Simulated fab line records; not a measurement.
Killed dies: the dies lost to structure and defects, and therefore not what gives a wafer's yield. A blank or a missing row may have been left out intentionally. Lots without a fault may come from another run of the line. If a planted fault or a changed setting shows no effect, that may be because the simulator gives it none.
fab line records -- flow n5-finfet
[record] lots = 5, wafers = 15, last-day = 18
route steps=1938 shown BEOL_M3@988 BEOL_M4@1021 PASSIVATION@1936
lots untouched by any fault: they come from a run of this same line in which no faults occurred
start-h: the number of hours between the record's first day and the start of the first shown wafer of the lot -- wait-h: hours from the lot's prior step to this one -- " the same as in the row above -- L1.1+2: a single row standing in for several wafers -- - no value, or no start given -- * or withheld: withheld -- < > ~ a bound
route shown NAME@n: names a module that has steps shown in the file, with the first one's number in the route -- usual: the fault-free wafers' mean and standard deviation -- same: alike in all rows -- chamber/n: place in a boat -- sites: each site's reading -- _std_site: standard deviation of those values -- _edge_site: the outer-site mean with the inner-site mean subtracted -- radius-mm: how far each site lies from the wafer's centre -- mask NAME#n: copy n -- behind: the most recent tool/chamber to have shaped the wafer -- hold: why the lot was held/for how many hours/how that ended -- device: whichever transistor did not switch (one of n, p or np) -- end of line: the tests these same wafers got at the end of their route -- for a step that has no rows: nothing shown but its recipe -- killed: at the first sort, the dies lost to defects and structure; wafer yield is something else -- map: dies across one wafer; x = killed, . = not, _ = none there
set.NAME: the setting the step ran with; set.NAME@STEP: the setting that earlier step ran with -- model.NAME: the simulator's own value behind a step, which no gauge read
a table for each step, a row for each wafer; lots at some steps of the route
services: from which hour (start-h, from the record's first day; less than 0 if before it) a tool's chamber was out of use, for how many hours, and why
[[steps]]
[step N5_BEOL_M3_CD_MEAS_35]
[recipe] target-cd-nm = 18, target-cd-y-nm = 21, polarity = opening
[usual] cd-nm = 17.8/0.34
lot.wafer,tool,chamber,start-h,wait-h,cd-nm
L664.1,cd-sem-01,-,176.40,0.0,18.7
L664.2,cd-sem-01,-,176.40,0.0,18.4
L664.5,cd-sem-01,-,176.40,0.0,17.6
L665.1,cd-sem-01,-,185.73,0.0,17.8
L665.2,cd-sem-01,-,185.73,0.0,18.0
L665.3,cd-sem-01,-,185.73,0.0,17.9
L673.1,cd-sem-03,-,246.26,0.0,17.6
L673.3,cd-sem-03,-,246.26,0.0,18.0
L673.6,cd-sem-03,-,246.26,0.0,18.0
L676.2,cd-sem-01,-,259.70,0.0,17.8
L676.5,cd-sem-01,-,259.70,0.0,18.5
L676.6,cd-sem-01,-,259.70,0.0,17.9
L683.4,cd-sem-03,-,307.16,0.0,17.6
L683.5,cd-sem-03,-,307.16,0.0,17.9
L683.6,cd-sem-03,-,307.16,0.0,17.1
[step N5_BEOL_M3_DEGAS_44]
[recipe] ambient = vacuum, temp-c = 250, time-s = 60
[usual] heater-power-w = 350/29, susceptor-temp-C = 250.00/0.17
lot.wafer,tool,chamber,start-h,wait-h,heater-power-w,susceptor-temp-C
L664.1,pvd-sputter-02,-,176.74,0.3,337,250.03
L664.2,pvd-sputter-02,-,176.74,0.3,375,250.04
L664.5,pvd-sputter-02,-,176.74,0.3,381,249.89
L665.1,pvd-sputter-03,-,188.18,2.5,355,249.78
L665.2,pvd-sputter-03,-,188.18,2.5,382,250.09
L665.3,pvd-sputter-03,-,188.18,2.5,292,249.80
L673.1,pvd-sputter-03,-,246.54,0.3,294,249.99
L673.3,pvd-sputter-03,-,246.54,0.3,379,249.87
L673.6,pvd-sputter-03,-,246.54,0.3,388,249.71
L676.2,pvd-sputter-03,-,260.28,0.6,289,249.93
L676.5,pvd-sputter-03,-,260.28,0.6,371,250.07
L676.6,pvd-sputter-03,-,260.28,0.6,339,249.98
L683.4,pvd-sputter-01,-,307.48,0.3,382,250.18
L683.5,pvd-sputter-01,-,307.48,0.3,373,250.02
L683.6,pvd-sputter-01,-,307.48,0.3,358,250.12
[step N5_BEOL_M3_PRE_CLEAN_45]
[recipe] gas = H2/He, time-s = 30, temp-c = 250
[step N5_BEOL_M3_ALD_84]
[recipe] material = TaN, target-thk-a = *, temp-c = 275, ald-precursor-family = PDMAT, ald-co-reactant = NH3, pressure-torr = 3, carrier-flow-sccm = 1500, pulse-time-s = 2, purge-time-s = 3, co-reactant-purge-time-s = 2, co-reactant-pulse-time-s = 3, ald-cycles = 30, precursor-vessel-temp-c = 75, precursor-vessel-pressure-torr = 26.25, precursor-vessel-carrier-sccm = 1000
[step N5_BEOL_M3_SURFACE_TREAT_85]
[recipe] gas = Ar, time-s = *, ion-energy-ev = *, ion-current-ma-cm2 = 0.5, pressure-mtorr = *, ar-flow-sccm = 30
[step N5_BEOL_M3_CVD_47]
[recipe] material = Co, target-thk-a = 30, temp-c = withheld, precursor = CCTBA/H2, pressure-torr = 30, time-s = 223.8
[step N5_BEOL_M3_SPUTTER_48]
[recipe] material = Cu, target-thk-a = 45, temp-c = -20, chamber-pressure-pa = 0.07, power-w = withheld, time-s = 8.29
[step N5_BEOL_M3_ANNEAL_49]
[recipe] temp-c = 400, time-s = 240, ambient = vacuum
[usual] heater-power-w = 865/71, susceptor-temp-C = 400.00/0.22
lot.wafer,tool,chamber,start-h,wait-h,heater-power-w,susceptor-temp-C
L664.1,pvd-sputter-02,-,177.57,0.0,818,400.00
L664.2,pvd-sputter-02,-,177.57,0.0,868,400.19
L664.5,pvd-sputter-02,-,177.57,0.0,872,400.26
L665.1,pvd-sputter-03,-,189.20,0.0,735,400.13
L665.2,pvd-sputter-03,-,189.20,0.0,875,399.52
L665.3,pvd-sputter-03,-,189.20,0.0,891,399.95
L673.1,pvd-sputter-03,-,247.29,0.0,864,399.88
L673.3,pvd-sputter-03,-,247.29,0.0,949,400.02
L673.6,pvd-sputter-03,-,247.29,0.0,972,399.92
L676.2,pvd-sputter-01,-,261.69,0.0,955,400.01
L676.5,pvd-sputter-01,-,261.69,0.0,958,400.19
L676.6,pvd-sputter-01,-,261.69,0.0,785,400.27
L683.4,pvd-sputter-02,-,308.49,0.0,869,400.40
L683.5,pvd-sputter-02,-,308.49,0.0,792,400.38
L683.6,pvd-sputter-02,-,308.49,0.0,942,400.04
[step N5_BEOL_M3_SPUTTER_79]
[recipe] material = Cu, target-thk-a = 45, temp-c = -20, chamber-pressure-pa = 0.07, power-w = withheld, time-s = 8.29
[step N5_BEOL_M3_ANNEAL_80]
[recipe] temp-c = 400, time-s = 240, ambient = vacuum
[step N5_BEOL_M3_SPUTTER_81]
[recipe] material = Cu, target-thk-a = 45, temp-c = -20, chamber-pressure-pa = 0.07, power-w = withheld, time-s = 8.29
[step N5_BEOL_M3_ANNEAL_82]
[recipe] temp-c = 400, time-s = 240, ambient = vacuum
[step N5_BEOL_M3_SPUTTER_86]
[recipe] material = Cu, target-thk-a = 45, temp-c = -20, chamber-pressure-pa = 0.07, power-w = withheld, time-s = 8.29
[usual] susceptor-temp-C = -20.00/0.1, throttle-valve-pct = 29.9/0.95
lot.wafer,tool,chamber,start-h,wait-h,susceptor-temp-C,throttle-valve-pct
L664.1,pvd-sputter-02,-,178.15,0.1,-19.88,30.3
L664.2,pvd-sputter-02,-,178.15,0.1,-19.95,29.0
L664.5,pvd-sputter-02,-,178.15,0.1,-19.95,29.1
L665.1,pvd-sputter-03,-,189.78,0.1,-20.14,30.5
L665.2,pvd-sputter-03,-,189.78,0.1,-19.91,29.6
L665.3,pvd-sputter-03,-,189.78,0.1,-20.26,29.5
L673.1,pvd-sputter-03,-,247.87,0.1,-20.20,29.9
L673.3,pvd-sputter-03,-,247.87,0.1,-19.91,28.4
L673.6,pvd-sputter-03,-,247.87,0.1,-19.91,28.9
L676.2,pvd-sputter-01,-,262.27,0.1,-20.00,29.1
L676.5,pvd-sputter-01,-,262.27,0.1,-20.10,29.0
L676.6,pvd-sputter-01,-,262.27,0.1,-19.91,31.1
L683.4,pvd-sputter-02,-,309.07,0.1,-19.93,29.0
L683.5,pvd-sputter-02,-,309.07,0.1,-19.82,30.6
L683.6,pvd-sputter-02,-,309.07,0.1,-20.00,29.1
[step N5_BEOL_M3_ANNEAL_87]
[recipe] temp-c = 400, time-s = 240, ambient = vacuum
[step N5_BEOL_M3_SPUTTER_88]
[recipe] material = Cu, target-thk-a = 45, temp-c = -20, chamber-pressure-pa = 0.07, power-w = withheld, time-s = 8.29
[usual] susceptor-temp-C = -20.01/0.094, throttle-valve-pct = 29.9/0.97
lot.wafer,tool,chamber,start-h,wait-h,susceptor-temp-C,throttle-valve-pct
L664.1,pvd-sputter-02,-,178.37,0.1,-20.04,30.2
L664.2,pvd-sputter-02,-,178.37,0.1,-19.99,29.1
L664.5,pvd-sputter-02,-,178.37,0.1,-19.99,29.0
L665.1,pvd-sputter-03,-,190.00,0.1,-20.00,30.7
L665.2,pvd-sputter-03,-,190.00,0.1,-20.03,29.5
L665.3,pvd-sputter-03,-,190.00,0.1,-20.08,29.1
L673.1,pvd-sputter-03,-,248.09,0.1,-20.01,29.8
L673.3,pvd-sputter-03,-,248.09,0.1,-20.12,28.5
L673.6,pvd-sputter-03,-,248.09,0.1,-20.12,28.2
L676.2,pvd-sputter-01,-,262.49,0.1,-20.00,28.9
L676.5,pvd-sputter-01,-,262.49,0.1,-20.01,28.6
L676.6,pvd-sputter-01,-,262.49,0.1,-19.99,30.8
L683.4,pvd-sputter-02,-,309.29,0.1,-19.99,29.1
L683.5,pvd-sputter-02,-,309.29,0.1,-20.04,30.4
L683.6,pvd-sputter-02,-,309.29,0.1,-19.99,29.4
[step N5_BEOL_M3_ANNEAL_89]
[recipe] temp-c = 400, time-s = 240, ambient = vacuum
[step N5_BEOL_M3_SPUTTER_90]
[recipe] material = Cu, target-thk-a = 45, temp-c = -20, chamber-pressure-pa = 0.07, power-w = withheld, time-s = 8.29
[step N5_BEOL_M3_ANNEAL_91]
[recipe] temp-c = 400, time-s = 240, ambient = vacuum
[step N5_BEOL_M3_SPUTTER_92]
[recipe] material = Cu, target-thk-a = 45, temp-c = -20, chamber-pressure-pa = 0.07, power-w = withheld, time-s = 8.29
[step N5_BEOL_M3_ANNEAL_93]
[recipe] temp-c = 400, time-s = 240, ambient = vacuum
[step N5_BEOL_M3_SPUTTER_94]
[recipe] material = Cu, target-thk-a = 45, temp-c = -20, chamber-pressure-pa = 0.07, power-w = withheld, time-s = 8.29
[step N5_BEOL_M3_ANNEAL_95]
[recipe] temp-c = 400, time-s = 240, ambient = vacuum
[step N5_BEOL_M3_SPUTTER_96]
[recipe] material = Cu, target-thk-a = 45, temp-c = -20, chamber-pressure-pa = 0.07, power-w = withheld, time-s = 8.29
[step N5_BEOL_M3_ECD_50]
[recipe] material = Cu, target-thk-a = 3000
[step N5_BEOL_M3_ANNEAL_51]
[recipe] temp-c = 225, time-s = 90, ambient = N2
[step N5_BEOL_M3_CMP_52]
[recipe] stop-on = SiOC, t-overpolish-s = 6.8, down-force-psi = 1, platen-rpm = 50, clearing-platen-down-force-psi = 1.5, clearing-platen-rpm = 50, post-cmp-clean = cu-alkaline, target-thk-nm = 40, clearing-platen-pad-velocity-m-s = 0.99484, pad-velocity-m-s = 0.99484
[step N5_BEOL_M3_PRE_CLEAN_60]
[recipe] gas = NH3/H2, time-s = 15, temp-c = *, rf-power-w = 300
[step N5_BEOL_M3_CO_CAP_55]
[recipe] material = Co, target-thk-a = 20, temp-c = 200, precursor = CCTBA/H2, pressure-torr = 30, time-s = 102.1
[usual] heater-power-w = 253/12, susceptor-temp-C = 200.01/0.15
lot.wafer,tool,chamber,start-h,wait-h,heater-power-w,susceptor-temp-C
L664.1,cvd-co-01,1,180.15,0.0,237,199.77
L664.2,cvd-co-01,0,180.15,0.0,247,199.86
L664.5,cvd-co-01,0,180.15,0.0,244,200.09
L665.1,cvd-co-02,2,191.75,0.0,244,199.99
L665.2,cvd-co-02,0,191.75,0.0,266,199.92
L665.3,cvd-co-02,1,191.75,0.0,242,200.32
L673.1,cvd-co-01,2,249.83,0.0,271,199.74
L673.3,cvd-co-01,1,249.83,0.0,240,199.94
L673.6,cvd-co-01,2,249.83,0.0,275,199.71
L676.2,cvd-co-01,0,264.24,0.0,244,200.01
L676.5,cvd-co-01,2,264.24,0.0,277,199.89
L676.6,cvd-co-01,1,264.24,0.0,238,200.33
L683.4,cvd-co-02,0,311.12,0.0,261,199.92
L683.5,cvd-co-02,1,311.12,0.0,247,199.98
L683.6,cvd-co-02,2,311.12,0.0,244,200.09
[step N5_BEOL_M3_PRE_CLEAN_56]
[recipe] gas = NH3, time-s = 15, temp-c = withheld, rf-power-w = 300
[step N5_BEOL_M3_DEP_57]
[recipe] material = SiCN, target-thk-a = 80, temp-c = withheld, precursor = 3MS/NH3, pressure-torr = 3, rf-w = 202, time-s = 14
[step N5_BEOL_M3_RS_MEAS_58]
[recipe] thk-meas-gauge = four-point-probe, reads = Co_of_BEOL_M3_CO_CAP_55+Cu_of_BEOL_M3_ECD_50+Co_of_BEOL_M3_CVD_47+TaN_of_BEOL_M3_ALD_84
[usual] M3_RS = 0.68/0.036
lot.wafer,tool,chamber,start-h,wait-h,M3_RS[ohm/sq]
L664.1,film-metro-02,-,180.33,0.0,0.69
L664.2,film-metro-02,-,180.33,0.0,0.71
L664.5,film-metro-02,-,180.33,0.0,0.68
L665.1,film-metro-02,-,191.93,0.0,0.68
L665.2,film-metro-02,-,191.93,0.0,0.69
L665.3,film-metro-02,-,191.93,0.0,0.67
L673.1,film-metro-02,-,250.02,0.0,0.71
L673.3,film-metro-02,-,250.02,0.0,0.64
L673.6,film-metro-02,-,250.02,0.0,0.71
L676.2,film-metro-01,-,264.42,0.1,0.71
L676.5,film-metro-01,-,264.42,0.1,0.67
L676.6,film-metro-01,-,264.42,0.1,0.67
L683.4,film-metro-01,-,311.29,0.0,0.65
L683.5,film-metro-01,-,311.29,0.0,0.62
L683.6,film-metro-01,-,311.29,0.0,0.61
[step N5_BEOL_M4_ILD_DEP_00]
[recipe] material = SiOC, target-thk-a = 790, temp-c = 350, precursor = DEMS/O2, pressure-torr = 5, rf-w = 500, time-s = 15.3
[step N5_BEOL_M4_THK_MEAS_01]
[recipe] reads = SiOC_of_BEOL_M4_ILD_DEP_00
[usual] M4_ILD_THK = 79.3/1
lot.wafer,tool,chamber,start-h,wait-h,M4_ILD_THK[nm]
L664.1,film-metro-02,-,180.46,0.0,77.0
L664.2,film-metro-02,-,180.46,0.0,79.0
L664.5,film-metro-02,-,180.46,0.0,78.5
L665.1,film-metro-01,-,192.06,0.0,80.5
L665.2,film-metro-01,-,192.06,0.0,79.0
L665.3,film-metro-01,-,192.06,0.0,78.4
L673.1,film-metro-02,-,250.15,0.0,78.1
L673.3,film-metro-02,-,250.15,0.0,78.3
L673.6,film-metro-02,-,250.15,0.0,79.5
L676.2,film-metro-02,-,264.55,0.1,78.3
L676.5,film-metro-02,-,264.55,0.1,81.0
L676.6,film-metro-02,-,264.55,0.1,79.0
L683.4,film-metro-01,-,311.43,0.0,79.3
L683.5,film-metro-01,-,311.43,0.0,78.8
L683.6,film-metro-01,-,311.43,0.0,80.8
[step N5_BEOL_M4_PECVD_72]
[recipe] material = SiO2, target-thk-a = 160, temp-c = 400, precursor = TEOS/O2, pressure-torr = 5.5, rf-w = 450, teos-flow-sccm = 53.8, gas = O2, flow-sccm = 3000, time-s = 18
[step N5_BEOL_M4_HM_DEP_02]
[recipe] material = TiN, target-thk-a = 200, temp-c = 25, chamber-pressure-pa = 0.49996
[usual] susceptor-temp-C = 24.98/0.1, throttle-valve-pct = 30.1/1
lot.wafer,tool,chamber,start-h,wait-h,susceptor-temp-C,throttle-valve-pct
L664.1,pvd-sputter-01,-,182.15,1.6,24.86,29.1
L664.2,pvd-sputter-01,-,182.15,1.6,24.87,30.8
L664.5,pvd-sputter-01,-,182.15,1.6,24.98,32.1
L665.1,pvd-sputter-03,-,192.44,0.3,25.02,29.2
L665.2,pvd-sputter-03,-,192.44,0.3,25.08,30.8
L665.3,pvd-sputter-03,-,192.44,0.3,24.93,29.7
L673.1,pvd-sputter-03,-,250.97,0.8,25.01,29.5
L673.3,pvd-sputter-03,-,250.97,0.8,25.06,30.8
L673.6,pvd-sputter-03,-,250.97,0.8,25.07,28.3
L676.2,pvd-sputter-02,-,265.23,0.6,25.04,29.3
L676.5,pvd-sputter-02,-,265.23,0.6,25.01,29.1
L676.6,pvd-sputter-02,-,265.23,0.6,24.93,29.2
L683.4,pvd-sputter-03,-,312.23,0.7,24.97,29.4
L683.5,pvd-sputter-03,-,312.23,0.7,24.97,29.5
L683.6,pvd-sputter-03,-,312.23,0.7,25.07,29.5
[step N5_BEOL_M4_COAT_61]
[recipe] resist = SOC, temp-c = 250, time-s = 60, spin-rpm = 1500, resist-thk-nm = 60
[step N5_BEOL_M4_COAT_62]
[recipe] resist = SiARC, temp-c = 220, time-s = 60, spin-rpm = 1500, resist-thk-nm = 12
[step N5_BEOL_M4_COAT_73]
[recipe] resist = underlayer, temp-c = 205, time-s = 60, spin-rpm = 1500, resist-thk-nm = 5
[step N5_BEOL_M4_COAT_05]
[recipe] resist = CAR-EUV, spin-rpm = 1500, resist-thk-nm = 30
[step N5_BEOL_M4_EBR_07]
[recipe] solvent = PGMEA, ebr-width-mm = 1.5
[step N5_BEOL_M4_RC_MEAS_101]
[usual] DIBL_N = 36.4/1.9, DIBL_P = 35.8/2.1, IOFF_N = 0.158/0.029, IOFF_P = 0.21/0.035, ION_N = 676/14, ION_P = 465/9.7, SS_N = 71.5/0.66, SS_P = 73.4/0.7, VT_N = 249.8/3, VT_P = -250/3.3
lot.wafer,tool,chamber,start-h,wait-h,DIBL_N[mV/V],DIBL_P[mV/V],IOFF_N[nA/um],IOFF_P[nA/um],ION_N[uA/um],ION_P[uA/um],SS_N[mV/dec],SS_P[mV/dec],VT_N[mV],VT_P[mV]
L664.1,prober-02,0,202.12,0.0,36.5,35.0,0.147,0.22,665,451,71.7,72.8,249.6,-249
L664.2,prober-02,0,202.12,0.0,34.7,32.4,0.125,0.18,661,456,70.4,72.2,252.7,-250
L664.5,prober-02,0,202.12,0.0,36.7,36.0,0.161,0.23,686,472,70.8,73.4,250.3,-246
L665.1,prober-01,0,209.32,0.0,32.9,33.7,0.103,0.14,652,444,70.3,72.6,255.4,-258
L665.2,prober-01,0,209.32,0.0,35.0,36.4,0.132,0.17,679,460,70.6,72.8,248.9,-257
L665.3,prober-01,0,209.32,0.0,35.7,36.3,0.132,0.16,650,442,71.3,73.1,254.1,-257
L673.1,prober-01,0,261.42,0.0,37.8,35.2,0.151,0.22,683,471,71.0,72.9,250.4,-248
L673.3,prober-01,0,261.42,0.0,40.6,38.5,0.198,0.29,683,471,72.2,74.6,246.2,-243
L673.6,prober-01,0,261.42,0.0,38.2,35.6,0.163,0.23,692,475,70.8,73.0,246.3,-249
L676.2,prober-01,0,282.30,0.2,34.5,34.2,0.146,0.19,689,474,71.3,72.9,249.5,-250
L676.5,prober-01,0,282.30,0.2,39.2,39.8,0.254,0.29,710,482,72.0,75.0,240.3,-245
L676.6,prober-01,0,282.30,0.2,34.2,33.1,0.144,0.18,683,465,70.6,72.2,245.0,-249
L683.4,prober-01,0,329.50,0.5,37.9,38.4,0.179,0.25,670,466,71.5,73.8,248.2,-248
L683.5,prober-01,0,329.50,0.5,35.1,34.9,0.138,0.20,677,472,71.1,73.2,250.4,-248
L683.6,prober-01,0,329.50,0.5,35.4,35.2,0.138,0.21,687,477,71.3,72.8,249.3,-250
[step N5_PASSIVATION_PROBE_49]
[usual] defect-limited-yield = 91.3/1.3, killed_at_M0_to_M3 = 34/9.1, killed_at_M4_up = 14/5.6, killed-at-contacts = 13/5.9, killed-at-front-end = 39/11, killed-at-other = 3.6/3, killed-dies = 102/16, killed-on-rim = 13/4, killed-open = 68/12, killed-short = 33/7.3, sort_bin_4_leakage = 0.00/0.01, sort_bin_5_function = 5.2/0.89, sort_bin_6_memory = 3.2/0.68, sort-n-pass = 1078/16, sort-yield-pct = 91.3/1.3
[same] gross-dies = 1180, killed-at-back-side = 0, sort_bin_8_speed[%] = 0
lot.wafer,tool,chamber,start-h,wait-h,defect-limited-yield[%],killed_at_M0_to_M3,killed_at_M4_up,killed-at-contacts,killed-at-front-end,killed-at-other,killed-dies,killed-on-rim,killed-open,killed-short,sort_bin_4_leakage[%],sort_bin_5_function[%],sort_bin_6_memory[%],sort-n-pass,sort-yield-pct[%]
L664.1,prober-02,-,313.42,0.0,90.8,51,11,9,31,6,108,13,66,40,0,5.4,3.6,1072,90.8
L664.2,prober-02,-,313.47,0.1,91.4,33,7,10,48,4,102,12,66,36,0,5.1,3.2,1078,91.4
L664.5,prober-02,-,313.62,0.2,93.1,32,8,10,29,2,81,8,52,28,0,4.1,2.5,1099,93.1
L673.1,prober-01,-,368.32,0.0,81.9,140,12,13,42,7,214,19,66,39,0,10.9,5.2,966,81.9
L673.3,prober-01,-,368.42,0.1,83.0,113,20,7,60,1,201,13,78,35,0,11.1,4.9,979,83.0
L673.6,prober-01,-,368.57,0.3,83.3,116,28,6,40,7,197,15,66,39,0,10.3,4.7,983,83.3
L683.4,prober-02,-,436.34,0.2,91.5,33,8,28,28,3,100,7,65,34,0,5.7,2.6,1080,91.5
L683.5,prober-02,-,436.39,0.2,92.6,18,8,15,41,5,87,12,56,30,0,4.3,2.9,1093,92.6
L683.6,prober-02,-,436.44,0.3,91.4,20,30,21,28,3,102,13,76,26,0,5.8,2.7,1078,91.4
// killed by level:class
L664.1 BEOL_M2:geometric-particle:open=14 BEOL_M3:geometric-particle:open=10 MOL_CONTACT_COAG:geometric-particle:open=6 GATE_CUT:geometric-particle:short=6 BEOL_M1:geometric-particle:open=6 BEOL_M4:geometric-particle:open=6 BEOL_M2:geometric-particle:short=5 FIN_SAQP:geometric-particle:open=4
L664.2 STI_FIN_REVEAL:geometric-particle:open=20 GATE_CUT:geometric-particle:short=8 BEOL_M3:geometric-particle:open=8 MOL_CONTACT_COAG:geometric-particle:open=7 BEOL_M2:geometric-particle:open=7 FIN_SAQP:geometric-particle:open=6 FIN_SAQP:geometric-particle:short=5 BEOL_M0_SAQP:geometric-particle:short=5
L664.5 MOL_CONTACT_COAG:geometric-particle:open=8 STI_FIN_REVEAL:geometric-particle:open=7 BEOL_M2:geometric-particle:open=7 BEOL_M0_SAQP:geometric-particle:open=6 GATE_CUT:geometric-particle:short=5 BEOL_M1:geometric-particle:short=5 BEOL_M3:geometric-particle:open=5 FIN_SAQP:geometric-particle:short=3
L673.1 BEOL_M0_SAQP:unspecified=101 FIN_SAQP:geometric-particle:short=16 BEOL_M2:geometric-particle:open=14 FIN_SAQP:geometric-particle:open=10 MOL_CONTACT_COAG:geometric-particle:open=9 BEOL_M0_SAQP:geometric-particle:open=7 BEOL_M0_SAQP:geometric-particle:short=7 BEOL_M4:geometric-particle:open=6
L673.3 BEOL_M0_SAQP:unspecified=86 FIN_SAQP:geometric-particle:open=26 FIN_SAQP:geometric-particle:short=16 BEOL_M4:geometric-particle:open=14 BEOL_M2:geometric-particle:open=8 DUMMY_GATE:geometric-particle:open=5 MOL_CONTACT_COAG:geometric-particle:open=5 BEOL_M0_SAQP:geometric-particle:short=4
L673.6 BEOL_M0_SAQP:unspecified=91 FIN_SAQP:geometric-particle:short=15 BEOL_M4:geometric-particle:open=15 FIN_SAQP:geometric-particle:open=12 BEOL_M0_SAQP:geometric-particle:open=8 BEOL_M0_SAQP:geometric-particle:short=8 BEOL_M5:geometric-particle:open=5 MOL_CONTACT_COAG:geometric-particle:open=5
L683.4 MOL_CONTACT_COAG:geometric-particle:open=21 BEOL_M1:geometric-particle:open=8 FIN_SAQP:geometric-particle:open=7 MOL_CONTACT_COAG:geometric-particle:short=7 BEOL_M0_SAQP:geometric-particle:short=7 FIN_SAQP:geometric-particle:short=5 STI_FIN_REVEAL:geometric-particle:open=5 BEOL_M0_SAQP:geometric-particle:open=5
L683.5 STI_FIN_REVEAL:geometric-particle:open=12 MOL_CONTACT_COAG:geometric-particle:open=11 FIN_SAQP:geometric-particle:short=9 STARTING-WAFER:geometric-particle:open=6 BEOL_M3:geometric-particle:open=5 FIN_SAQP:geometric-particle:open=4 MOL_CONTACT_COAG:geometric-particle:short=4 STI_FIN_REVEAL:geometric-particle:short=3
L683.6 MOL_CONTACT_COAG:geometric-particle:open=19 BEOL_M4:geometric-particle:open=18 BEOL_M0:geometric-particle:open=6 FIN_SAQP:geometric-particle:open=5 BEOL_M5:geometric-particle:open=5 FIN_SAQP:geometric-particle:short=4 GATE_CUT:geometric-particle:short=4 BEOL_M1:geometric-particle:open=4
// map L673.1 (x killed, . not)
_________________.....x......________________
______________x..x....x......x.._____________
___________x.................x..x..__________
__________.x....x..................._________
________...........x........x.......x._______
_______.x..........x...................______
______.xx.x.............x..xx........x.._____
_____.......x.........x.....xx....x......____
____.............x................x......x___
___.....x..............................x...__
___.......x.......................x.......x__
__.x...x..............................x....._
__.............x.......x............x......._
_........x...............................x...
_.......................x................x...
_.x...x..x...x......x.....x........x.........
_................x......x.x............x..x..
_x...x......x.......x.......x......x.....xx..
_....x...x....x..........x...................
_........x...x........x.......x...x...x......
_..........x........x...xx...x..x.......x....
__.......x...............xxxx.xxxxx........._
__..x...............x.xxxxxxxxxxxxx...x....._
___......x.x.........xxxxxxxxxxxxxxx.......__
___....x...x..xx....x...xxxxxxxxxxx.xx...x.__
____.x............x...x.xxxxxxxxxxx..x....___
_____............x....xxxxxxxxxxxxx......____
______x..........x.x...xx.xxxxx.xxx....._____
_______.........x.x.x....xxxxxxxx...x..______
________..............x.xxx.x.x.xx...._______
__________...x..........x......x...._________
___________........x...............__________
______________..x.x...x........._____________
_________________...........x________________
// map L665.3 (x killed, . not)
_________________.........x..________________
______________....x............._____________
___________........................__________
__________..................xx......_________
________..........x.....x.....x......x_______
_______..........x.....................______
______...........x..........x......x...._____
_____....................x.............x.____
____..............x.......................___
___...x.........xx....x....x..........x....__
___...x...x......x.x............x...x.xx...__
__....x...................x...........x....._
__.................x..x............x.......x_
_....x............x....x..x..x..x.........x..
_.....x...............x..x...............x...
_x.......x...xx........x..x.............x....
_............x..x........x...................
_x...........................................
_.............x.....x......x....x.......x....
_....x.........x.............x.......x.......
_x.....................x.x.......x...........
__.....x.x.....x.............x........x..x.._
__......xx......................x......x...._
___......x.......................xx........__
___.....x..............................x.x.__
____x.................x........x.......xx.___
_____...x................................____
______.................................._____
_______.........x.......x...........x..______
________......xx...................x.._______
__________...x....x............x...._________
___________.....x.x......x.x.....x.__________
______________....x..x..x.x....._____________
_________________............________________
[[services]]
tool,chamber,start-h,hours,kind
cvd-co-01,-,153.09,1.6,repair
pvd-sputter-02,-,180.38,6.8,repair
pvd-sputter-01,-,185.31,8.9,repair
cvd-co-02,-,230.68,70.6,repair
cvd-co-01,2,256.57,4.6,repair
cvd-co-01,0,284.64,13.4,repair
cvd-co-01,-,301.24,28.1,pm
[[key]]
[first-sign] step = N5_PASSIVATION_PROBE_49, reading = killed_at_M0_to_M3, direction = up, sigmas = 9.9, usual = 34, struck = 123
[effect] step = N5_PASSIVATION_PROBE_49, reading = defect-limited-yield, direction = down, sigmas = 6.6, usual = 91.3, struck = 82.7
met-at N5_BEOL_M3_SPUTTER_86
struck-wafers L673.1,L673.3,L673.6
onset-between 189.78 247.87
also-fits N5_BEOL_M3_ANNEAL_49:pvd-sputter-03,N5_BEOL_M3_SPUTTER_88:pvd-sputter-03
[earlier-fault] kind = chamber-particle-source, tool = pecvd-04, chamber = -, onset-h = 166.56, steps = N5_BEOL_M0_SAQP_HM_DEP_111, rate-per-visit-cm2 = 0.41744
[fault] kind = process-parameter-drift, tool = pvd-sputter-03, chamber = -, onset-h = 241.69, steps = N5_BEOL_M3_SPUTTER_86, channel = time-s, offset = *, shape = step, acts-in = *, stated = *
